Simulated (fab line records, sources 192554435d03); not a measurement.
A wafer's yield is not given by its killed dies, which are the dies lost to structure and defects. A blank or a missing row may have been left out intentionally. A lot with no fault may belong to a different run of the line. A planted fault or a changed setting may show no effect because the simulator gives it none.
A struck lot beside a sound one / flow n5-finfet / 37 steps out of a route of 1938
Sound: these wafers, L430.2, L430.3, L430.6. Wafers L424.1, L424.4, L424.5 were the ones struck. The cause is given at the end.
For every step that has rows: the tool of each side, followed by ch and its chambers, followed by its first start. Under that, the readings that differ: sound wafers / struck wafers / difference of the means / sigmas: that difference in standard deviations of wafers without a fault.
alike: readings whose means differ by less than 2 such deviations, and words and numbers that are the same on both sides. not compared: withheld readings, readings that some wafer has no value for, bounds like >300 that may hide the same value, and numbers for which the record gives no deviation and whose values overlap.
A row with sigmas, a row that says differs or no value, or rows on one side alone: a step with any of these is where the two part. When numbers do not overlap yet have no deviation, they are printed without sigmas and do not part them. A reading missing from all wafers of one side parts the sides only when that side holds two or more wafers.

first, 9 steps without rows for these wafers: N5_WELL_APT_COAT_02 (resist thk 950 nm); N5_WELL_APT_EBR_04; N5_WELL_APT_SOFTBAKE_03 (time 60 s); N5_WELL_APT_EXPOSE_05 (exposes mask NWELL, defocus 0 nm, target cd 200 nm); N5_WELL_APT_PEB_06 (peb time 90 s); N5_WELL_APT_DEVELOP_07 (develop time 45 s); N5_WELL_APT_HARDBAKE_12 (time 120 s); N5_WELL_APT_DESCUM_13 (chemistry O2, time 7.9 s); N5_WELL_APT_IMPLANT_14.
N5_WELL_APT_IMPLANT_15:
  sound on implanter-01 ch 0, day 7 08:24; struck on implanter-02 ch 0, day 5 20:11
reading=dose-ions-cm2; sound=1.5003e+13 1.4984e+13 1.4988e+13; struck=1.0911e+13 1.0893e+13 1.0897e+13; difference=-4.0913e+12; sigmas=-99 or more
reading=faraday-current-uA; sound=199 185 197; struck=140 146 136; difference=-53; sigmas=-14
then, 25 steps without rows for these wafers: N5_WELL_APT_STRIP_16 (strips in SPM, time 900 s); N5_WELL_APT_HMDS_18 (time 60 s); N5_WELL_APT_COAT_19 (resist thk 950 nm); N5_WELL_APT_EBR_21; N5_WELL_APT_SOFTBAKE_20 (time 60 s); N5_WELL_APT_EXPOSE_22 (exposes mask PWELL, defocus 0 nm, target cd 200 nm); N5_WELL_APT_PEB_23 (peb time 90 s); N5_WELL_APT_DEVELOP_24 (develop time 45 s); N5_WELL_APT_HARDBAKE_29 (time 120 s); N5_WELL_APT_DESCUM_30 (chemistry O2, time 7.9 s); N5_WELL_APT_IMPLANT_31; N5_WELL_APT_IMPLANT_32; N5_WELL_APT_STRIP_33 (strips in SPM, time 900 s); N5_WELL_APT_RTA_34 (time 10 s); N5_WELL_APT_OXIDE_STRIP_42 (strips SiO2 in dHF, time 45 s, target depth 12 nm); N5_WELL_APT_PRECLEAN_36 (cleans in O3/DIW, time 45 s); N5_WELL_APT_PRECLEAN_39 (cleans in dHF, time 60 s); N5_WELL_APT_SRD_37 (time 30 s); N5_WELL_APT_EPI_41 (deposits Si from SiH4/H2, target thk 50 nm, time 297.7 s); N5_PMOS_HMC_CHANNEL_EPI_HM_DEP_34 (deposits SiO2 from TEOS/O2, target thk 36 nm, time 6.9 s); N5_PMOS_HMC_CHANNEL_EPI_COAT_31 (time 60 s, resist thk 66 nm); N5_PMOS_HMC_CHANNEL_EPI_COAT_03 (resist thk 205 nm); N5_PMOS_HMC_CHANNEL_EPI_EBR_05; N5_PMOS_HMC_CHANNEL_EPI_SOFTBAKE_04 (time 60 s); N5_PMOS_HMC_CHANNEL_EPI_EXPOSE_06 (exposes mask PMOS HMC BLK, target cd 240 nm).
-- here the record skips 7 days between the struck wafers' starts before and after, leaving off in module PMOS_HMC_CHANNEL_EPI and picking up in module BEOL_M4 (first step shown: number 1111 of the route) --
N5_BEOL_M4_RC_MEAS_101:
  sound on prober-02 ch 0, day 13 23:54; struck on prober-01 ch 0, day 12 09:22
reading=CJ_P; sound=5.89 5.74 5.91; struck=4.98 4.97 5.14; difference=-0.82; sigmas=-5
  alike: DIBL_N, DIBL_P, IOFF_N, IOFF_P, ION_N, ION_P, SS_N, SS_P, VT_N, VT_P
-- the record jumps here: 4 days lie between the struck wafers' starts before and after (it left off in module BEOL_M4 and takes up again in module PASSIVATION, whose first step shown is number 1936 of the route) --
N5_PASSIVATION_PROBE_49:
  the record has rows for the struck wafers here (prober-01, day 16 08:23) and none for the sound ones

## WHERE THEY PART
At N5_WELL_APT_IMPLANT_15 first; at N5_PASSIVATION_PROBE_49 last (within this record only).

WHY: what the simulator had put in
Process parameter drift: implanter-02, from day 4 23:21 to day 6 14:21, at N5_WELL_APT_IMPLANT_15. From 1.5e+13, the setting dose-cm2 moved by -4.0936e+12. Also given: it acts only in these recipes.
